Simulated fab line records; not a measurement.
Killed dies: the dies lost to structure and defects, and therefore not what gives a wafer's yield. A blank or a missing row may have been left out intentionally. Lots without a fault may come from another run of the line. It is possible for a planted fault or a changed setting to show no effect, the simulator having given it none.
Struck lot and sound lot, side by side	flow n5-finfet	18 steps out of a route of 1938
Sound: these wafers, L544.2, L544.4, L544.6. Struck: wafer L556.5. (L556.2 of the same lot was not struck and is left out.) The cause comes at the end.
For every step that has rows: the tool of each side, followed by ch and its chambers, followed by its first start. Under that, the readings that differ: sound wafers	struck wafers	difference of the means	sigmas: that difference in standard deviations of wafers without a fault.
alike: same words and numbers on both sides, and readings whose means sit less than 2 such deviations apart. not compared: any withheld reading, any reading some wafer has no value for, any bound like >300 that may hide the same value, and any number with overlapping values for which the record gives no deviation.
Wherever a step has rows on one side only, a row that says differs or no value, or a row with sigmas, the two part there. Numbers that don't overlap but have no deviation are shown without sigmas and don't part them. A reading that every wafer of one side lacks parts them only if that side has two wafers or more.

N5_PASSIVATION_ETCH_15: etches SiCN in CF4/N2, target depth 75 nm, time 81.2 s.
  sound on rie-diel-06 ch 0,2,3; struck on rie-diel-03 ch 2
reading	sound	struck	difference	sigmas
cf4-flow-sccm (sccm)	59.84 59.83 60.03	60.34	+0.44	+3
oes-product-au (a.u.)	1.02 0.69 0.87	0.69	-0.17	-2
rf-vpp-V (V)	386.2 381.3 383.3	380.1	-3.5	-2
showerhead-plenum-p-Torr (Torr)	2.34 2.19 2.25	2.10	-0.16	-3
  alike: drypump-motor-current-A, mfc-ar-sccm, rf-fwd-power-W, throttle-valve-pct
  not compared: rf-hours-counter-h
then, 2 steps without rows for these wafers: N5_PASSIVATION_STRIP_73 (strips in post etch residue remover, time 60 s); N5_PASSIVATION_SRD_17 (time 30 s, dry time 30 s).
N5_PASSIVATION_DEGAS_18: time 60 s.
  sound on pvd-sputter-02, day 14 12:29; struck on pvd-sputter-02, day 17 20:18
  alike: heater-power-w
N5_PASSIVATION_PRE_CLEAN_19:
  sound on pvd-sputter-02, day 14 12:32; struck on pvd-sputter-02, day 17 20:20
  alike: heater-power-w
N5_PASSIVATION_SPUTTER_20: material TaN, target thk 50 nm.
  sound on pvd-sputter-02, day 14 12:34; struck on pvd-sputter-02, day 17 20:23
  alike: throttle-valve-pct
N5_PASSIVATION_AL_DEP_21: deposits Al, target thk 2800 nm, time 170 s.
  sound on pvd-sputter-02, day 14 12:40; struck on pvd-sputter-02, day 17 20:29
  alike: throttle-valve-pct
then, 5 steps without rows for these wafers: N5_PASSIVATION_HMDS_23 (time 60 s); N5_PASSIVATION_COAT_24; N5_PASSIVATION_EBR_26; N5_PASSIVATION_SOFTBAKE_25 (time 90 s); N5_PASSIVATION_EXPOSE_27 (exposes mask PAD, defocus 0 nm).
N5_PASSIVATION_PEB_28:
  sound on litho-track-03 ch 0, day 14 13:01; struck on litho-track-01 ch 0, day 17 21:02
  not compared: chill-plate-temp-C
then, 2 steps without rows for these wafers: N5_PASSIVATION_DEVELOP_29 (develop time 60 s); N5_PASSIVATION_HARDBAKE_31 (time 120 s).
N5_PASSIVATION_CD_MEAS_30: the cd target is 4000 nm.
  sound on cd-sem-01 ch 0, day 14 13:08; struck on cd-sem-03 ch 0, day 17 21:09
reading	sound	struck	difference	sigmas
cd-nm (nm)	4002.7 4000.8 4001.0	3988.4	-13.1	-7
N5_PASSIVATION_OVL_MEAS_63:
  sound on overlay-01 ch 0, day 14 13:10; struck on overlay-01 ch 0, day 17 21:11
  alike: PAD_OVL
N5_PASSIVATION_PROBE_49:
  sound wafers here have rows in the record (prober-02, day 14 18:20); struck ones have none

## WHERE THEY PART
First at N5_PASSIVATION_ETCH_15; last, within this record, at N5_PASSIVATION_PROBE_49.

WHY: what had been put in by the simulator
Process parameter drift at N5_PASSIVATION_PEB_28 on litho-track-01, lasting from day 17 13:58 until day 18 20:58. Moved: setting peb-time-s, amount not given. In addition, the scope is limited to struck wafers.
